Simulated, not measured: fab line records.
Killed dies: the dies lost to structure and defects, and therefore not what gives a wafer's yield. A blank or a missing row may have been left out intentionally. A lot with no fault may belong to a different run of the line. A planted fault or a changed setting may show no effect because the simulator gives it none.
The tool behind it: which one?    flow nand-harc    18 wafers from 6 lots sampled at 5 of the route's 1302 steps

WHAT EACH GAUGE READ, for each wafer
NHARC_END_SORT_01.
lot   measured      on         killed-at-other
L957  day 24 19:16  prober-01  2 5 3
L964  day 27 05:55  prober-01  0 0 0
L966  day 28 12:04  prober-02  1 0 1
L972  day 31 10:37  prober-01  619 599 613
L973  day 31 19:50  prober-01  621 623 625
L978  day 34 23:04  prober-01  0 0 0

WHAT TOOL EACH LOT RAN ON (gives the tool, then ch and the chambers of the sampled wafers, and finally the start)
lot   NHARC_THIN_TSV_DEP_43            NHARC_THIN_TSV_ETCH_44              NHARC_THIN_TSV_ETCH_15            NHARC_THIN_TSV_STRIP_45
L957  pecvd-04 ch 1,2, day 24 01:08    rie-diel-08 ch 1,3, day 24 02:13    rie-si-03 ch 0,1,3, day 24 02:45  plasma-asher-02 ch 0,1, day 24 03:03
L964  pecvd-01 ch 0,2, day 26 13:47    rie-diel-07 ch 0,1,3, day 26 15:02  rie-si-05 ch 0,1,3, day 26 15:34  plasma-asher-02 ch 0,1, day 26 15:56
L966  pecvd-01 ch 0,1,2, day 27 20:11  rie-diel-08 ch 0,1,3, day 27 21:08  rie-si-03 ch 0,1,3, day 27 21:44  plasma-asher-01 ch 0,1, day 27 21:56
L972  pecvd-04 ch 0,1, day 30 19:01    rie-diel-08 ch 1,3, day 30 19:58    rie-si-06 ch 0,1,3, day 30 20:34  plasma-asher-02 ch 0,1, day 30 20:46
L973  pecvd-03 ch 0,1, day 31 05:11    rie-diel-07 ch 0,1, day 31 06:19    rie-si-05 ch 0,3, day 31 06:50    plasma-asher-02 ch 0,1, day 31 07:02
L978  pecvd-04 ch 0,2, day 34 05:50    rie-diel-08 ch 0,2,3, day 34 06:58  rie-si-03 ch 1,2, day 34 07:29    plasma-asher-02 ch 0,1, day 34 07:49
- NHARC_THIN_TSV_DEP_43: deposits SiO2, target thk 1328.5 nm.
- NHARC_THIN_TSV_ETCH_44: etches the open film in CF4/O2, target depth 1594.2 nm, time 797.1 s.
- NHARC_THIN_TSV_ETCH_15: target depth 3000 nm, bosch target overetch cycles 2, bosch etch step 2.8 s.
- NHARC_THIN_TSV_STRIP_45: strips in O2.

THE ANSWER, worked out from the rows above alone
Rule: the usual values come from the lots themselves. The widest of any qualifying gaps counts: lots, ordered by their means at a reading, are off when they make up no more than a third of the lots, leave a main group of 4 or more, and stand apart from it by 3 or more times the standard deviation of that group's means. If all means in a main group match to the digits the tables above print for the reading, that group is not used. Also off: a lot with no number at a reading for which 4 or more lots have one. Any other lot the step has rows for is counted as sound.
Off: L972, L973, at NHARC_END_SORT_01 (killed-at-other). The main group has a mean of 1.0 with a standard deviation of 1.4.
If a tool, at a process step before that reading, ran all the lots that are off and no sound lot after the first of them, it fits. Those tools and the gauges at NHARC_END_SORT_01 are tried in the same way. Of those tried, none fits.

WHAT WAS PUT IN BY THE SIMULATOR
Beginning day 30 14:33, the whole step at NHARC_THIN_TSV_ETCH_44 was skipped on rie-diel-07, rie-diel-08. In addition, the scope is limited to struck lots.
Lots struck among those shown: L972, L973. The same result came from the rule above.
